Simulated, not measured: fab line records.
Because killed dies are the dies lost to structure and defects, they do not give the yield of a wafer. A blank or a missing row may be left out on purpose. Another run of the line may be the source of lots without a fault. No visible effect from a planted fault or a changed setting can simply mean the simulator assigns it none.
Problem report in the 8D (eight disciplines) form, filled by code | flow nand-harc | the parts of the form that need people (team, actions taken, sign-off) are left out

== 1. PROBLEM STATEMENT ==
Mean of killed-at-array at NHARC_END_SORT_01: 674 across 6 wafers in 2 lots; on wafers with no fault it is 29 (standard deviation 11). That is +59 standard deviations from the usual mean.
First seen on wafer L823.2, day 22 16:13, on prober-01. Wafers with a number at this step in the record: 12, from 4 lots. Rule for "out" (also "out of limits"): further than 4 standard deviations from the usual mean. The other wafers with a number count as sound.

== 2. WHAT THIS IS AND IS NOT ==
question                    | is                           | is not
which readings at this step | killed-at-array, killed-dies | killed-at-other, killed-at-periphery, killed-short
which lots                  | L823, L827                   | L829, L830
which wafers of those lots  | all that have a number       | -
read on which gauges        | prober-01                    | prober-02
when                        | from day 22 16:13            | up to then (0 sound wafers); but 6 sound wafers of L829, L830 came after

== 3. WHAT RULES OUT EACH SUSPECT ==
Counting: a tool at any process step up to the reading remains a suspect when it ran all the lots that are out and ran no sound lot after the first of those.
- the gauge at NHARC_END_SORT_01: kept. All the wafers that are out were read on prober-01, and no step on other tools shows them out.
- har-cap-etch-01 at NHARC_A_CONTACT_ETCH_124 (etches the open film in C4F8/O2/Ar, time 140 s, target depth 700 nm): kept. It ran every lot that is out, first L823 (day 19 23:40), and no sound lot after that.
- har-cap-etch-01 at NHARC_A_CONTACT_ETCH_127 (etches the open film in C4F8/O2/Ar, time 155 s, target depth 956 nm): kept. It ran every lot that is out, first L823 (day 20 00:08), and no sound lot after that.
- har-cap-etch-01 at NHARC_A_CONTACT_ETCH_133 (etches the open film in C4F8/O2/Ar, time 195 s, target depth 840 nm): kept. It ran every lot that is out, first L823 (day 20 01:16), and no sound lot after that.
Left after counting: har-cap-etch-01 at NHARC_A_CONTACT_ETCH_124, har-cap-etch-01 at NHARC_A_CONTACT_ETCH_127, har-cap-etch-01 at NHARC_A_CONTACT_ETCH_133, prober-01 at NHARC_END_SORT_01.

== 4. THE CAUSE (what the simulator had put in) ==
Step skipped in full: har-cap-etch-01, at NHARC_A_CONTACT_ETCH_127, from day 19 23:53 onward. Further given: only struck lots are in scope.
This tool is one of the 4 suspects left after counting.

== 5. THE CHAIN OF EFFECTS, in route order ==
Rows list readings where the struck wafers' mean (over those with a number) sits beyond 3 standard deviations from the usual. Scope: only readings with a usual standard deviation given in the record; hours: median across lots of the time from each lot's start at the first step in this table that gives one to its start at this step; sigmas: change in usual standard deviations.
hours | step              | reading         | usual | on struck wafers | change | sigmas
0     | NHARC_END_SORT_01 | killed-at-array | 29    | 674              | +644   | +59
0     | NHARC_END_SORT_01 | killed-dies     | 33    | 677              | +644   | +59
Readings that are blank on the struck wafers while sound wafers have them: chamber-pressure-mTorr at NHARC_A_CONTACT_ETCH_127; oes-air-line-au at NHARC_A_CONTACT_ETCH_127.

== 6. WHAT WOULD HAVE CAUGHT IT SOONER ==
In this record the first reading out of limits at a measuring or inspecting step was taken at day 22 16:13, 64 hours after the fault began at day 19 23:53.
At NHARC_A_CONTACT_ETCH_127 the tool's readings are blank on the struck wafers, where sound wafers have them: an empty tool record is the first sign, and it was there at once.
By day 22 16:13, every lot that is out (2) had started NHARC_A_CONTACT_ETCH_127 on har-cap-etch-01. A hold on the tool at that time would have spared none of them.
